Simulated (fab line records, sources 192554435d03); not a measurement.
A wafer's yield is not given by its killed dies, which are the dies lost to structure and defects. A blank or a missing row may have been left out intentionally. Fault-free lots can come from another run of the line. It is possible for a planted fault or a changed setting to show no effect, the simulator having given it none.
Which of the tools did it? -- flow n5Finfet -- 10 lots with 28 wafers sampled at 6 steps, on a route of 1938 steps

WHAT EACH GAUGE READ, for each wafer
N5_BEOL_M1_RS_MEAS_58: a four-point-probe measurement. Usual: M1_RS typically reads 0.67 ohm/sq, with standard deviation 0.043.
lot,measured,on,M1_RS (ohm/sq),flag
L803,day 6 12:41,filmMetro-02,0.65 0.65 0.65,
L805,day 7 02:50,filmMetro-02,0.64 0.58,
L808,day 7 12:55,filmMetro-02,0.72 0.67 0.63,
L809,day 8 19:45,filmMetro-02,0.66 0.69 0.67,
L812,day 8 21:50,filmMetro-01,0.75 0.64,
L817,day 9 21:14,filmMetro-01,0.65 0.65 0.63,
L819,day 11 05:50,filmMetro-01,0.75 0.70 0.66,
L820,day 11 06:11,filmMetro-02,0.68 0.61 0.69,
L823,day 12 02:25,filmMetro-02,0.62 0.61 0.61,
L825,day 12 13:46,filmMetro-02,0.68 0.66 0.70,

N5_BEOL_M2_THK_MEAS_01. Usual: M2_ILD_THK typically reads 78.8 nm, with standard deviation 1.1.
lot,measured,on,M2_ILD_THK (nm),flag
L803,day 6 12:49,filmMetro-02,77.8 77.9 79.4,
L805,day 7 02:58,filmMetro-01,80.1 78.3,
L808,day 7 13:02,filmMetro-01,77.6 79.8 77.9,
L809,day 8 19:53,filmMetro-01,78.2 77.4 78.4,
L812,day 8 21:58,filmMetro-02,78.1 80.9,
L817,day 9 21:22,filmMetro-01,78.4 78.9 79.9,
L819,day 11 05:58,filmMetro-01,79.3 78.4 79.8,
L820,day 11 06:33,filmMetro-02,157.8 159.8 159.0,OFF
L823,day 12 02:47,filmMetro-01,158.3 160.0 157.0,OFF
L825,day 12 14:08,filmMetro-02,156.6 155.9 158.0,OFF

N5_BEOL_M4_RC_MEAS_101. Usual: DIBL_N 36.5 mV/V, standard deviation 2.1; DIBL_P 36.6 mV/V, standard deviation 2.6; IOFF_N 0.17 nA/um, standard deviation 0.044; IOFF_P 0.21 nA/um, standard deviation 0.048; ION_N 674 uA/um, standard deviation 17; ION_P 462 uA/um, standard deviation 9.5; SS_N 71.6 mV/dec, standard deviation 0.77; SS_P 73.5 mV/dec, standard deviation 0.72; VT_N 250 mV, standard deviation 4.2; VT_P -250 mV, standard deviation 3.9.
lot,measured,on,DIBL_N (mV/V),DIBL_P (mV/V),IOFF_N (nA/um),IOFF_P (nA/um),ION_N (uA/um),ION_P (uA/um),SS_N (mV/dec),SS_P (mV/dec),VT_N (mV),VT_P (mV),flag
L803,day 9 02:22,prober-02,36.8 34.5 35.9,36.2 33.7 34.8,0.19 0.15 0.18,0.25 0.22 0.22,686 673 683,468 466 469,71.4 71.3 71.5,74.0 73.4 73.4,246 252 245,-245 -247 -249,
L805,day 10 08:25,prober-02,34.9 37.0,33.9 37.6,0.13 0.17,0.17 0.22,671 684,460 468,70.6 71.1,73.4 74.7,255 248,-254 -252,
L808,day 10 20:36,prober-02,34.7 36.8 32.4,35.1 38.1 33.0,0.13 0.17 0.10,0.16 0.21 0.15,675 687 657,459 468 460,70.9 71.0 70.7,73.1 73.9 71.7,255 249 254,-254 -252 -254,
L809,day 11 21:37,prober-01,39.1 37.9 34.6,39.4 39.1 33.8,0.21 0.18 0.12,0.24 0.23 0.17,694 666 664,469 461 457,72.9 72.4 70.8,74.1 73.7 73.6,247 250 255,-248 -251 -254,
L812,day 11 12:14,prober-01,36.6 36.9,35.0 35.7,0.16 0.18,0.21 0.22,691 697,467 473,71.0 71.7,73.7 73.7,253 249,-253 -250,
L817,day 12 13:56,prober-02,34.3 36.0 36.1,33.9 37.2 37.2,0.12 0.16 0.15,0.15 0.21 0.21,659 688 662,451 466 455,71.0 71.6 71.7,73.1 73.3 74.1,258 249 251,-258 -253 -253,
L819,day 14 08:44,prober-01,35.4 36.4 34.7,36.2 38.3 35.6,0.16 0.19 0.14,0.21 0.23 0.19,656 682 649,459 465 455,71.1 71.7 71.7,74.2 74.2 73.3,251 247 253,-250 -251 -250,

EACH LOT AND THE TOOL THAT RAN IT (in order: tool; ch and the chambers of the sampled wafers; start)
lot,N5_BEOL_M1_SPUTTER_79,N5_BEOL_M1_ANNEAL_80,N5_BEOL_M2_ILD_DEP_00
L803,"pvdSputter-01, day 6 10:01","pvdSputter-01, day 6 10:05","pecvd-04 ch 0,1,2, day 6 12:44"
L805,"pvdSputter-03, day 7 00:11","pvdSputter-03, day 7 00:16","pecvd-03 ch 0,2, day 7 02:55"
L808,"pvdSputter-03, day 7 10:19","pvdSputter-03, day 7 10:24","pecvd-04 ch 0,1,2, day 7 12:59"
L809,"pvdSputter-03, day 8 17:10","pvdSputter-03, day 8 17:14","pecvd-04 ch 0,1,2, day 8 19:49"
L812,"pvdSputter-02, day 8 19:08","pvdSputter-02, day 8 19:13","pecvd-03 ch 0,1, day 8 21:54"
L817,"pvdSputter-01, day 9 18:38","pvdSputter-01, day 9 18:43","pecvd-04 ch 0,1, day 9 21:19"
L819,"pvdSputter-01, day 11 03:11","pvdSputter-01, day 11 03:16","pecvd-04 ch 0,1,2, day 11 05:53"
L820,"pvdSputter-03, day 11 03:36","pvdSputter-03, day 11 03:41","pecvd-01 ch 0,2, day 11 06:15"
L823,"pvdSputter-02, day 11 23:49","pvdSputter-02, day 11 23:54","pecvd-01 ch 0,1,2, day 12 02:30"
L825,"pvdSputter-03, day 12 10:48","pvdSputter-03, day 12 10:53","pecvd-01 ch 1,2, day 12 13:50"
- N5_BEOL_M1_SPUTTER_79: material Cu, target thk 4.5 nm, time 8.29 s.
- N5_BEOL_M1_ANNEAL_80: time 240 s.
- N5_BEOL_M2_ILD_DEP_00: deposits SiOC from DEMS/O2, target thk 79 nm, time 15.3 s.

WHAT THE TOOLS THEMSELVES READ (means of the sampled wafers that have a number; where no wafer has one, the mark that the record gives instead)
N5_BEOL_M1_SPUTTER_79. Usual: throttleValvePct at 29.6 %, with a standard deviation of 0.82.
lot,tool,throttleValvePct (%),flag
L803,pvdSputter-01,29.2,
L805,pvdSputter-03,28.4,
L808,pvdSputter-03,28.8,
L809,pvdSputter-03,29.6,
L812,pvdSputter-02,29.8,
L817,pvdSputter-01,30.1,
L819,pvdSputter-01,29.9,
L820,pvdSputter-03,30.0,
L823,pvdSputter-02,29.7,
L825,pvdSputter-03,29.1,

N5_BEOL_M1_ANNEAL_80. Usual: heaterPowerW at 810 W, with a standard deviation of 56.
lot,tool,heaterPowerW (W),flag
L803,pvdSputter-01,837,
L805,pvdSputter-03,848,
L808,pvdSputter-03,809,
L809,pvdSputter-03,816,
L812,pvdSputter-02,822,
L817,pvdSputter-01,868,
L819,pvdSputter-01,875,
L820,pvdSputter-03,820,
L823,pvdSputter-02,782,
L825,pvdSputter-03,840,

N5_BEOL_M2_ILD_DEP_00. Usual: heaterPowerW 514 W, standard deviation 94; rfFwdPowerW 494.1 W, standard deviation 2.4; showerheadPlenumPTorr 5.696 Torr, standard deviation 0.018; throttleValvePct 12.4 %, standard deviation 1.
lot,tool,heaterPowerW (W),rfFwdPowerW (W),showerheadPlenumPTorr (Torr),throttleValvePct (%),flag
L803,pecvd-04,521,493.5,5.699,12.9,
L805,pecvd-03,628,493.2,5.699,12.7,
L808,pecvd-04,512,494.7,5.690,12.9,
L809,pecvd-04,486,493.6,5.692,12.7,
L812,pecvd-03,524,494.0,5.713,12.4,
L817,pecvd-04,462,495.1,5.718,13.0,
L819,pecvd-04,507,494.3,5.697,12.8,
L820,pecvd-01,475,496.2,5.692,11.7,
L823,pecvd-01,452,494.8,5.695,12.0,
L825,pecvd-01,491,494.3,5.693,11.7,

THE ANSWER, worked out from the rows above alone
Rule: take the mean of a lot's wafers that have a number; if it is more than 3 standard deviations from the usual mean, the lot is off. Also off: a lot with no number at a reading for which 4 or more lots have one. Any other lot the step has rows for is counted as sound. First the gauges in route order, then the tools' own readings, where a lot's mean is used as printed above. The first step at which some lot is off is used, and at that step the reading that is off furthest; a lot without a number counts as furthest.
Off: at N5_BEOL_M2_THK_MEAS_01 (M2_ILD_THK), L820, L823, L825.
A tool fits if, at a process step before that reading, it ran every lot that is off, and no sound lot after the first of them. The gauges at N5_BEOL_M2_THK_MEAS_01 are tried like those tools. One fits: N5_BEOL_M2_ILD_DEP_00 on pecvd-01. It ran no sound lot before its first lot that is off in this sample, so the start can't be narrowed down.
The tool's own readings at N5_BEOL_M2_ILD_DEP_00 bear it out: on the lots that are off they differ by more than 5 times the standard deviation of the sound lots' means. throttleValvePct reads 11.8 % there against 12.8 % on the sound lots.

WHAT HAD BEEN PUT IN BY THE SIMULATOR
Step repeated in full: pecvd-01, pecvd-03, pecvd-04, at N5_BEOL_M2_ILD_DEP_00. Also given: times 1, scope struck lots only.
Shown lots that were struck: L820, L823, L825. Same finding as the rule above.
